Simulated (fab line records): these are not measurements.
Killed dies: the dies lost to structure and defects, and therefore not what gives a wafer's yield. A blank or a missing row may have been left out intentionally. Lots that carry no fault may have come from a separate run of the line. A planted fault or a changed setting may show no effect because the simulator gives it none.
fab line records | flow nandHarc
record: lots: 12 | wafers: 36 | lastDay: 33
route steps=1302 shown P_CONTACT@236 P_M0@269
lots that met no fault: taken from a fault-free run of the same line
startH: the number of hours between the record's first day and the start of the first shown wafer of the lot | waitH: how many hours have passed since the lot's step before this one | " repeats the value in the row above | L1.1+2: one row covering several wafers at once | - value missing, or start not given | * or withheld: withheld | < > ~ a bound
route shown NAME@n: names a module that has steps shown in the file, with the first one's number in the route | usual: the fault-free wafers' mean and standard deviation | same: alike in all rows | chamber/n: place in a boat | sites: readings site by site | _std_site: how widely they spread, as a standard deviation | _edge_site: the outer-site mean with the inner-site mean subtracted | radiusMm: how far each site lies from the wafer's centre | mask NAME#n: copy n | behind: the tool/chamber that last shaped the wafer | hold: reason for holding the lot/hours on hold/outcome of the hold | device: the transistor (n, p or np) that didn't switch | end of line: at the end of the route, the tests of the same wafers | a step with no rows: only its recipe | killed: count of dies lost to structure and defects at first sort (not the wafer's yield) | map: a wafer's dies, x killed, . not, _ none there
set.NAME: the setting as run; set.NAME@STEP: as run at that earlier step | model.NAME: the simulator's own value behind a step, which no gauge read
a sample of lots followed through the steps of the route, with each step as a table and each wafer as a row
services: the hour from which a tool's chamber was out of use, counted from the record's first day as startH (under 0 if before that day), plus the number of hours and why
== steps ==
step: NHARC_P_CONTACT_ETCH_35
recipe: targetDepthA: 390 | overEtchFrac: 0.3 | timeS: 65 | ionEnergyEv: 80 | cf4FlowSccm: 150 | arFlowSccm: 0 | rfW: 300 | biasW: 100 | chemistry: CF4
usual: drypumpMotorCurrentA: 5.8/0.59 | oesProductAu: 1.000/0.0086 | rfVppV: 151.0/1.2 | showerheadPlenumPTorr: 1.75/0.074 | throttleValvePct: 13.284/0.0094
lot.wafer | tool       | chamber | startH | waitH | drypumpMotorCurrentA | oesProductAu | rfHoursCounterH | rfVppV | showerheadPlenumPTorr | throttleValvePct
L890.3    | rieDiel-09 | 2       | 132.51 | 0.1   | 4.9                  | 1.000        | 5.1             | 148.9  | 1.69                  | 13.292
L890.1    | "          | 1       | "      | "     | 5.6                  | 0.996        | 4.7             | 149.7  | 1.67                  | 13.273
L890.6    | "          | 2       | "      | "     | 4.9                  | 1.008        | -               | 150.6  | 1.69                  | 13.296
L891.3    | rieDiel-11 | 1       | 150.76 | 0.1   | 5.8                  | 0.989        | 1.1             | 149.4  | 1.67                  | 13.285
L891.4    | "          | 0       | "      | "     | 5.7                  | 0.989        | 1.1             | 149.4  | 1.72                  | 13.284
L891.6    | "          | 1       | "      | "     | 5.8                  | 0.989        | -               | 149.0  | 1.67                  | 13.285
L892.1    | rieDiel-08 | 3       | 154.87 | 0.1   | 6.8                  | 1.004        | 7.7             | 151.9  | 1.83                  | 13.281
L892.2    | "          | 1       | "      | "     | 5.2                  | 1.001        | 6.6             | 153.4  | 1.86                  | 13.288
L892.6    | "          | 2       | "      | "     | 6.2                  | 1.008        | -               | 150.2  | 1.68                  | 13.273
L896.3    | rieDiel-08 | 2       | 202.14 | 0.1   | 6.2                  | 0.999        | 0.1             | 149.8  | 1.68                  | 13.273
L896.6    | "          | 1       | "      | "     | 5.1                  | 0.997        | -               | 152.7  | 1.86                  | 13.273
L896.5    | "          | 2       | "      | "     | 6.2                  | 1.007        | -               | 149.8  | 1.68                  | 13.281
L899.2    | rieDiel-08 | 3       | 228.39 | 0.1   | 6.9                  | 0.994        | 1.9             | 152.2  | 1.83                  | 13.281
L899.1    | "          | 0       | "      | "     | 5.7                  | 1.004        | 1.9             | 151.4  | 1.78                  | 13.285
L899.6    | "          | 3       | "      | "     | 6.8                  | 0.997        | -               | 152.1  | 1.83                  | 13.275
L900.4    | rieDiel-09 | 1       | 238.96 | 0.1   | 5.6                  | 0.992        | 1.8             | 150.0  | 1.67                  | 13.285
L900.5    | "          | 1       | "      | "     | 5.6                  | 0.998        | -               | 150.2  | 1.67                  | 13.277
L900.6    | "          | 2       | "      | "     | 4.9                  | 1.000        | -               | 150.3  | 1.69                  | 13.280
L903.3    | rieDiel-09 | 1       | 271.52 | 0.1   | 5.6                  | 1.001        | 3.0             | 149.6  | 1.67                  | 13.277
L903.6    | "          | 0       | "      | "     | 6.3                  | 0.999        | -               | 152.5  | 1.87                  | 13.286
L903.5    | "          | 1       | "      | "     | 5.6                  | 1.003        | -               | 148.9  | 1.67                  | 13.300
L907.3    | rieDiel-08 | 3       | 313.24 | 0.1   | 6.9                  | 0.990        | 5.7             | 152.8  | 1.83                  | 13.279
L907.4    | "          | 2       | "      | "     | 6.2                  | 0.996        | 7.3             | 150.5  | 1.68                  | 13.296
L907.5    | "          | 0       | "      | "     | 5.7                  | 1.012        | -               | 151.7  | 1.78                  | 13.296
L908.2    | rieDiel-08 | 2       | 323.63 | 0.1   | 6.3                  | 0.992        | 7.7             | 150.6  | 1.68                  | 13.277
L908.1    | "          | 3       | "      | "     | 6.8                  | 0.990        | 6.2             | 151.7  | 1.83                  | 13.270
L908.5    | "          | 1       | "      | "     | 5.2                  | 1.008        | -               | 153.2  | 1.86                  | 13.278
L909.4    | rieDiel-08 | 1       | 346.41 | 0.1   | 5.2                  | 1.006        | 9.6             | 151.5  | 1.86                  | 13.294
L909.5    | "          | 0       | "      | "     | 5.6                  | 1.010        | -               | 151.7  | 1.78                  | 13.282
L909.6    | "          | 1       | "      | "     | 5.2                  | 1.008        | -               | 151.7  | 1.86                  | 13.296
L910.3    | rieDiel-09 | 1       | 355.92 | 0.1   | 5.6                  | 0.992        | 0.3             | 151.5  | 1.67                  | 13.295
L910.2    | "          | 3       | "      | "     | 5.8                  | 1.001        | 0.4             | 149.0  | 1.70                  | 13.266
L910.5    | "          | 3       | "      | "     | 5.8                  | 1.004        | -               | 148.8  | 1.70                  | 13.270
L911.3    | rieDiel-11 | 3       | 357.20 | 0.1   | 5.2                  | 1.005        | 1.8             | 150.4  | 1.73                  | 13.285
L911.5    | "          | 3       | "      | "     | 5.2                  | 1.011        | -               | 151.9  | 1.73                  | 13.272
L911.4    | "          | 0       | "      | "     | 5.7                  | 1.009        | -               | 151.6  | 1.72                  | 13.270
step: NHARC_P_CONTACT_CVD_23
recipe: targetThkA: 2000 | tempC: 300 | pressureTorr: 40 | wf6FlowSccm: 40 | h2FlowSccm: 1600 | arFlowSccm: 1560 | timeS: 557 | material: W
usual: heaterPowerW: 488/40 | throttleValvePct: 8.17/0.24
lot.wafer | tool    | chamber | startH | waitH | heaterPowerW | throttleValvePct
L890.1    | cvdW-01 | 1       | 134.46 | -     | 517          | 7.85
L890.3    | "       | 0       | "      | "     | 542          | 8.29
L890.6    | "       | 1       | "      | "     | 502          | 8.24
L891.4    | cvdW-01 | 0       | 152.91 | -     | 558          | 8.08
L891.3    | "       | 1       | "      | "     | 512          | 8.08
L891.6    | "       | 0       | "      | "     | 547          | 8.27
L892.2    | cvdW-01 | 1       | 156.80 | -     | 513          | 7.97
L892.1    | "       | 0       | "      | "     | 551          | 8.21
L892.6    | "       | 1       | "      | "     | 504          | 8.24
L896.3    | cvdW-02 | 1       | 204.34 | -     | 456          | 7.80
L896.5    | "       | 0       | "      | "     | 452          | 8.04
L896.6    | "       | 1       | "      | "     | 462          | 7.85
L899.1    | cvdW-02 | 0       | 230.32 | -     | 458          | 7.82
L899.2    | "       | 1       | "      | "     | 451          | 7.98
L899.6    | "       | 1       | "      | "     | 457          | 8.30
L900.4    | cvdW-02 | 1       | 241.18 | -     | 456          | 7.93
L900.5    | "       | 0       | "      | "     | 462          | 8.35
L900.6    | "       | 1       | "      | "     | 463          | 7.78
L903.3    | cvdW-01 | 1       | 273.63 | -     | 533          | 8.07
L903.5    | "       | 1       | "      | "     | 540          | 8.04
L903.6    | "       | 0       | "      | "     | 535          | 8.35
L907.4    | cvdW-02 | 1       | 315.36 | -     | 456          | 7.91
L907.3    | "       | 0       | "      | "     | 454          | 8.29
L907.5    | "       | 1       | "      | "     | 445          | 8.22
L908.2    | cvdW-02 | 1       | 325.56 | -     | 453          | 8.02
L908.1    | "       | 0       | "      | "     | 454          | 8.23
L908.5    | "       | 0       | "      | "     | 442          | 8.38
L909.4    | cvdW-01 | 0       | 348.97 | -     | 530          | 8.55
L909.5    | "       | 0       | "      | "     | 553          | 8.82
L909.6    | "       | 1       | "      | "     | 542          | 8.22
L910.2    | cvdW-02 | 0       | 358.08 | -     | 460          | 8.50
L910.3    | "       | 0       | "      | "     | 458          | 8.53
L910.5    | "       | 0       | "      | "     | 458          | 8.54
L911.3    | cvdW-02 | 0       | 359.49 | -     | 463          | 8.50
L911.4    | "       | 1       | "      | "     | 441          | 7.99
L911.5    | "       | 1       | "      | "     | 458          | 7.80
step: NHARC_P_CONTACT_CMP_24
recipe: tOverpolishS: 30 | targetThkNm: 200
usual: motorCurrentA: 11.7/0.93 | overpolishRunS: 30.001/0.0094 | retainingRingPressureFrac: 1.000/0.0056 | slurryFlowMlMin: 150.0/0.49 | timeToEndpointS: 40/3.1
lot.wafer | tool   | chamber | startH | waitH | motorCurrentA | overpolishRunS | retainingRingPressureFrac | slurryFlowMlMin | timeToEndpointS
L890.3    | cmp-01 | 1       | 135.17 | 0.3   | 10.9          | 30.001         | 1.005                     | 149.8           | 42
L890.1    | "      | 2       | "      | "     | 11.7          | 30.015         | 1.003                     | 148.8           | 37
L890.6    | "      | 0       | "      | "     | 10.7          | 30.004         | 0.999                     | 150.2           | 41
L891.4    | cmp-01 | 1       | 153.38 | 0.4   | 11.3          | 30.005         | 0.995                     | 150.5           | 37
L891.3    | "      | 3       | "      | "     | 13.5          | 29.999         | 0.994                     | 150.3           | 34
L891.6    | "      | 2       | "      | "     | 12.3          | 30.006         | 1.007                     | 149.7           | 38
L892.2    | cmp-04 | 2       | 157.51 | 0.6   | 11.6          | 30.005         | 0.998                     | 149.5           | 33
L892.1    | "      | 3       | "      | "     | 12.5          | 30.005         | 1.000                     | 149.8           | 39
L892.6    | "      | 1       | "      | "     | 11.6          | 29.988         | 1.001                     | 150.6           | 40
L896.3    | cmp-04 | 2       | 204.75 | 0.3   | 11.3          | 30.013         | 1.000                     | 149.8           | 37
L896.5    | "      | 1       | "      | "     | 11.8          | 30.003         | 1.001                     | 150.8           | 41
L896.6    | "      | 2       | "      | "     | 11.4          | 30.013         | 0.999                     | 149.5           | 36
L899.2    | cmp-01 | 3       | 231.01 | 0.5   | 13.0          | 29.996         | 0.995                     | 150.2           | 20
L899.1    | "      | 0       | "      | "     | 11.6          | 29.998         | 0.992                     | 150.2           | 40
L899.6    | "      | 3       | "      | "     | 13.7          | 29.987         | 0.992                     | 150.7           | 20
L900.4    | cmp-01 | 2       | 241.59 | 0.3   | 12.1          | 29.995         | 1.000                     | 149.8           | 26
L900.5    | "      | 1       | "      | "     | 11.0          | 30.012         | 1.003                     | 150.1           | 45
L900.6    | "      | 2       | "      | "     | 12.5          | 30.004         | 0.998                     | 150.0           | 25
L903.3    | cmp-04 | 2       | 274.13 | 0.4   | 11.7          | 30.008         | 0.996                     | 150.4           | 36
L903.6    | "      | 1       | "      | "     | 11.7          | 30.017         | 0.991                     | 150.5           | 41
L903.5    | "      | 2       | "      | "     | 11.8          | 30.009         | 1.005                     | 150.3           | 35
L907.3    | cmp-01 | 2       | 315.82 | 0.3   | 12.1          | 30.001         | 1.008                     | 151.1           | 39
L907.4    | "      | 1       | "      | "     | 10.9          | 29.995         | 1.014                     | 149.3           | 40
L907.5    | "      | 3       | "      | "     | 13.1          | 29.999         | 1.003                     | 149.4           | 37
L908.1    | cmp-01 | 2       | 326.21 | 0.5   | 12.2          | 30.026         | 0.996                     | 150.3           | 41
L908.2    | "      | 1       | "      | "     | 11.0          | 29.992         | 1.001                     | 149.8           | 41
L908.5    | "      | 2       | "      | "     | 12.5          | 30.001         | 0.992                     | 149.2           | 41
L909.4    | cmp-02 | 0       | 349.52 | 0.5   | 13.4          | 30.005         | 1.002                     | 149.9           | 41
L909.5    | "      | 1       | "      | "     | 9.9           | 30.004         | 1.013                     | 150.0           | 38
L909.6    | "      | 2       | "      | "     | 12.6          | 30.001         | 1.002                     | 150.4           | 44
L910.2    | cmp-02 | 3       | 358.78 | 0.6   | 12.0          | 30.005         | 0.990                     | 150.4           | 38
L910.3    | "      | 0       | "      | "     | 12.3          | 30.003         | 1.002                     | 150.1           | 41
L910.5    | "      | 2       | "      | "     | 12.0          | 30.005         | 0.992                     | 149.8           | 41
L911.4    | cmp-02 | 1       | 359.96 | 0.3   | 9.9           | 30.002         | 1.001                     | 149.8           | 35
L911.3    | "      | 3       | "      | "     | 11.3          | 30.008         | 0.998                     | 150.2           | 39
L911.5    | "      | 1       | "      | "     | 9.5           | 29.994         | 1.005                     | 149.3           | 39
step: NHARC_P_M0_CD_MEAS_16
usual: cdNm: 89.8/0.69
lot.wafer | tool     | chamber | startH | waitH | cdNm
L890.1    | cdSem-03 | -       | 136.91 | -     | 89.7
L890.3    | "        | -       | "      | "     | 90.4
L890.6    | "        | -       | "      | "     | 89.2
L891.3    | cdSem-02 | -       | 155.18 | -     | 90.0
L891.4    | "        | -       | "      | "     | 90.4
L891.6    | "        | -       | "      | "     | 89.8
L892.1    | cdSem-01 | -       | 159.24 | -     | 90.3
L892.2    | "        | -       | "      | "     | 90.3
L892.6    | "        | -       | "      | "     | 90.1
L896.3    | cdSem-01 | -       | 206.53 | -     | 90.1
L896.5    | "        | -       | "      | "     | 90.2
L896.6    | "        | -       | "      | "     | 90.0
L899.1    | cdSem-01 | -       | 232.77 | -     | 88.9
L899.2    | "        | -       | "      | "     | 89.0
L899.6    | "        | -       | "      | "     | 88.8
L900.4    | cdSem-03 | -       | 243.27 | -     | 89.2
L900.5    | "        | -       | "      | "     | 89.9
L900.6    | "        | -       | "      | "     | 89.3
L903.3    | cdSem-02 | -       | 276.24 | -     | 90.3
L903.5    | "        | -       | "      | "     | 90.7
L903.6    | "        | -       | "      | "     | 91.9
L907.3    | cdSem-03 | -       | 317.49 | -     | 88.6
L907.4    | "        | -       | "      | "     | 90.3
L907.5    | "        | -       | "      | "     | 90.7
L908.1    | cdSem-03 | -       | 328.14 | -     | 89.2
L908.2    | "        | -       | "      | "     | 89.4
L908.5    | "        | -       | "      | "     | 89.1
L909.4    | cdSem-02 | -       | 351.40 | -     | 89.2
L909.5    | "        | -       | "      | "     | 89.0
L909.6    | "        | -       | "      | "     | 89.4
L910.2    | cdSem-02 | -       | 360.52 | -     | 89.8
L910.3    | "        | -       | "      | "     | 88.5
L910.5    | "        | -       | "      | "     | 89.9
L911.3    | cdSem-03 | -       | 361.65 | -     | 89.4
L911.4    | "        | -       | "      | "     | 90.1
L911.5    | "        | -       | "      | "     | 89.8
step: NHARC_P_M0_PRE_CLEAN_29
recipe: timeS: 30 | tempC: 280 | gas: H2/He
usual: heaterPowerW: 406/46
lot.wafer | tool          | chamber | startH | waitH | heaterPowerW
L890.1    | pvdSputter-01 | -       | -      | -     | 426
L890.3    | "             | -       | "      | "     | 397
L890.6    | "             | -       | "      | "     | 442
L891.4    | pvdSputter-02 | -       | -      | -     | 387
L891.3    | "             | -       | "      | "     | 482
L891.6    | "             | -       | "      | "     | 491
L892.2    | pvdSputter-02 | -       | -      | -     | 395
L892.1    | "             | -       | "      | "     | 369
L892.6    | "             | -       | "      | "     | 491
L896.3    | pvdSputter-03 | -       | -      | -     | 448
L896.6    | "             | -       | "      | "     | 454
L896.5    | "             | -       | "      | "     | 351
L899.2    | pvdSputter-03 | -       | -      | -     | 357
L899.1    | "             | -       | "      | "     | 447
L899.6    | "             | -       | "      | "     | 358
L900.4    | pvdSputter-01 | -       | -      | -     | 387
L900.5    | "             | -       | "      | "     | 443
L900.6    | "             | -       | "      | "     | 404
L903.3    | pvdSputter-02 | -       | -      | -     | 394
L903.5    | "             | -       | "      | "     | 373
L903.6    | "             | -       | "      | "     | 393
L907.3    | pvdSputter-02 | -       | -      | -     | 339
L907.4    | "             | -       | "      | "     | 367
L907.5    | "             | -       | "      | "     | 346
L908.2    | pvdSputter-01 | -       | -      | -     | 384
L908.1    | "             | -       | "      | "     | 417
L908.5    | "             | -       | "      | "     | 451
L909.4    | pvdSputter-02 | -       | -      | -     | 369
L909.6    | "             | -       | "      | "     | 369
L909.5    | "             | -       | "      | "     | 376
L910.2    | pvdSputter-01 | -       | -      | -     | 486
L910.3    | "             | -       | "      | "     | 395
L910.5    | "             | -       | "      | "     | 392
L911.3    | pvdSputter-03 | -       | -      | -     | 402
L911.4    | "             | -       | "      | "     | 366
L911.5    | "             | -       | "      | "     | 377
== services ==
tool          | chamber | startH | hours | kind
cmp-01        | -       | 116.03 | 1.0   | repair
rieDiel-09    | -       | 143.10 | 9.0   | pm
rieDiel-09    | -       | 155.61 | 1.0   | repair
pvdSputter-02 | -       | 160.38 | 1.7   | repair
cvdW-01       | -       | 164.99 | 1.1   | repair
pvdSputter-01 | -       | 175.32 | 3.9   | repair
cvdW-01       | -       | 185.00 | 13.0  | pm
cmp-01        | -       | 185.50 | 4.0   | pm
rieDiel-08    | -       | 190.94 | 9.0   | pm
rieDiel-09    | 1       | 198.21 | 2.8   | repair
rieDiel-09    | -       | 201.55 | 0.5   | repair
rieDiel-09    | 0       | 203.44 | 6.9   | repair
pvdSputter-01 | -       | 208.35 | 10.5  | repair
pvdSputter-01 | -       | 226.00 | 10.0  | pm
rieDiel-08    | 3       | 237.34 | 8.9   | repair
rieDiel-08    | 3       | 250.95 | 9.5   | repair
rieDiel-08    | 0       | 259.11 | 1.2   | repair
cmp-01        | -       | 259.23 | 0.2   | repair
cvdW-02       | -       | 269.00 | 13.0  | pm
pvdSputter-02 | -       | 282.00 | 10.0  | pm
cmp-01        | -       | 283.50 | 4.0   | pm
cvdW-01       | -       | 309.41 | 0.3   | repair
rieDiel-08    | 3       | 330.01 | 16.1  | repair
cmp-01        | -       | 337.22 | 3.2   | repair
== key ==
firstSign: step: NHARC_P_CONTACT_CMP_24 | reading: timeToEndpointS | direction: down | sigmas: 5.6 | usual: * | struck: *
effect none on later readings
metAt NHARC_P_CONTACT_CVD_23
struckLots L899,L900
struckWafers L899.2,L899.6,L900.4,L900.6
testerLeftOut L899,L900
notActingAt NHARC_P_CONTACT_ETCH_35,NHARC_P_M0_CD_MEAS_16,NHARC_P_M0_PRE_CLEAN_29
onsetBetween 204.34 230.32
fault: kind: processParameterDrift | tool: cvdW-02 | chamber: 1 | onsetH: 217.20 | steps: NHARC_P_CONTACT_CVD_23 | channel: targetThkA | offset: * | shape: step | endH: 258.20 | actsIn: * | stated: *
testerLeftOut: of these lots the tester's yield and bins aren't shown, on N5 and GAA mostly nor the transistor test; their killed dies are dies lost to structure and defects alone, not to doping, threshold or leakage, so they don't give the yield
